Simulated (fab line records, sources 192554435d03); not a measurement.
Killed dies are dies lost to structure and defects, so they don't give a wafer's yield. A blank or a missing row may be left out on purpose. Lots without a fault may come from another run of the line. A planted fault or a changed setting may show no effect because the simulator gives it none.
Split-lot experiment | flow n5_finfet | 7 lots, 21 wafers read, on a route of 1938 steps

THE SPLIT
At N5_MIM_BOT_SPUTTER_00 (material TiN, target thk 35 nm, time 89.7 s), the setting time_s was moved away from the recipe's 89.7 s on 4 of the 21 wafers read, by -9.4% to +9.7%. The other wafers ran this setting at the recipe's value.

The reading is taken at the split's own step.

THE READING
TiN_of_MIM_BOT_SPUTTER_00.thk_nm (the simulator's own value, which no gauge read), in nm, at N5_MIM_BOT_SPUTTER_00 (material TiN, target thk 35 nm, time 89.7 s). The file gives no usual value for it. The 17 wafers here that ran the recipe average 35.0 nm, standard deviation 0.38 nm.

wafer  | tool, chamber at the split | time_s as run, s | against the recipe | TiN_of_MIM_BOT_SPUTTER_00.thk_nm, nm | against lot-mates on the recipe
L074.1 | pvd_sputter-03, -          | 89.7             | recipe             | 35                                   | -
L074.3 | pvd_sputter-03, -          | 89.7             | recipe             | 35.2                                 | -
L074.4 | pvd_sputter-03, -          | 89.7             | recipe             | 34.8                                 | -
L075.3 | pvd_sputter-03, -          | 89.7             | recipe             | 34.6                                 | -
L075.5 | pvd_sputter-03, -          | 89.7             | recipe             | 34.6                                 | -
L075.4 | pvd_sputter-03, -          | 97.92            | +9.2%              | 38.4                                 | +3.8
L085.1 | pvd_sputter-02, -          | 89.7             | recipe             | 35.6                                 | -
L085.6 | pvd_sputter-02, -          | 89.7             | recipe             | 35.6                                 | -
L085.2 | pvd_sputter-02, -          | 89.7             | recipe             | 35.4                                 | -
L092.2 | pvd_sputter-03, -          | 85.77            | -4.4%              | 33.8                                 | -1.4
L092.3 | pvd_sputter-03, -          | 89.7             | recipe             | 35                                   | -
L092.4 | pvd_sputter-03, -          | 89.7             | recipe             | 35.4                                 | -
L091.4 | pvd_sputter-01, -          | 81.25            | -9.4%              | 31.2                                 | -3.4
L091.5 | pvd_sputter-01, -          | 89.7             | recipe             | 34.8                                 | -
L091.6 | pvd_sputter-01, -          | 89.7             | recipe             | 34.4                                 | -
L093.1 | pvd_sputter-02, -          | 89.7             | recipe             | 34.8                                 | -
L093.3 | pvd_sputter-02, -          | 98.43            | +9.7%              | 38.6                                 | +3.5
L093.5 | pvd_sputter-02, -          | 89.7             | recipe             | 35.4                                 | -
L095.2 | pvd_sputter-02, -          | 89.7             | recipe             | 34.4                                 | -
L095.5 | pvd_sputter-02, -          | 89.7             | recipe             | 34.8                                 | -
L095.6 | pvd_sputter-02, -          | 89.7             | recipe             | 34.8                                 | -

THE FIT
A straight line over all 21 wafers: TiN_of_MIM_BOT_SPUTTER_00.thk_nm changes by +0.374 nm for each +1% of time_s; r = +0.97; the points scatter about the line by 0.38 nm.
The same after taking each lot's own level away (the mean of its wafers on the recipe; 21 wafers): +0.373 nm for each +1%; r = +0.99; scatter 0.2 nm.
On that fit, the largest move of time_s shifts the reading by 3.6 nm.
The lots' own levels span 34.60 to 35.53 nm, that is 2.4 times the standard deviation above.
So the lot-to-lot level changes the slope little: the two slopes agree.
Check: with one of the wafers moved furthest among these (+9.7%) left out of the fit, the line predicts +3.75 nm for it against its lot-mates. It came out at +3.5 nm against them.

OTHER SPLITS ON THESE WAFERS
These wafers also went through other splits before the reading. Each is held against what the fit with the lots' levels taken away leaves over:
other split on the same wafers    | wafers away from the commonest value | r with TiN_of_MIM_BOT_SPUTTER_00.thk_nm (lot level and that fit taken away)
N5_BEOL_M14_TRENCH_ETCH_34 time_s | 9                                    | -0.12
N5_BEOL_M14_SPUTTER_44 time_s     | 9                                    | +0.17

THE FILE'S OWN FIT
TiN_of_MIM_BOT_SPUTTER_00.thk_nm changes by +0.373 nm for each +1% of time_s, r = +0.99.
